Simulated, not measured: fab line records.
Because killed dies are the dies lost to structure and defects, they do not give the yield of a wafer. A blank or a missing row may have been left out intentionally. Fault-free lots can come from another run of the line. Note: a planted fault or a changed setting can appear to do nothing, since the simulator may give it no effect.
Matching of chambers	flow n5Finfet	rieDiel-03 running N5_BEOL_M2_ETCH_69: 4 sister chambers
The step etches SiARC in CF4, target depth 15.6 nm, time 26 s. 4 wafers are shown with their chamber, then 12 later ones without.

## WAFERS, EACH WITH ITS CHAMBER
wafer	chamber	showerheadPlenumPTorr (Torr)
L085.2	2	2.21
L085.4	3	2.06
L088.5	0	2.11
L088.6	1	2.06

## WAFERS MISSING THEIR CHAMBER
wafer	showerheadPlenumPTorr (Torr)
L089.1	2.06
L089.2	2.06
L089.4	2.11
L092.1	2.05
L092.2	2.20
L092.3	2.11
L092.4	2.11
L092.5	2.20
L092.6	2.06
L097.4	2.06
L097.5	2.05
L097.6	2.10

## THE CHAMBER EACH PASSED THROUGH
wafer	from the rows above	in truth
L089.1	can't be placed: 1 or 3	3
L089.2	can't be placed: 1 or 3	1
L089.4	0	0
L092.1	can't be placed: 1 or 3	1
L092.2	2	2
L092.3	0	0
L092.4	0	0
L092.5	2	2
L092.6	can't be placed: 1 or 3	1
L097.4	can't be placed: 1 or 3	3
L097.5	can't be placed: 1 or 3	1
L097.6	0	0
Correct placement for 6 of the 12. From these rows, 6 cannot be placed; in 6 the true chamber is one of the candidates. Wrongly placed: 0.
How it was worked out, from the rows above alone: a wafer's distance from a chamber is the root of the sum, over the readings, of the square of ((its reading less the chamber's mean) divided by the reading's scatter). The wafer belongs to the nearest chamber; if the next one is less than 2 further off, it can't be placed. For every chamber, the mean is computed from those of its wafers that are shown. The scatter (one wafer shown for each chamber): square how far every hidden wafer sits from the nearest shown wafer, average those squares and take the square root.
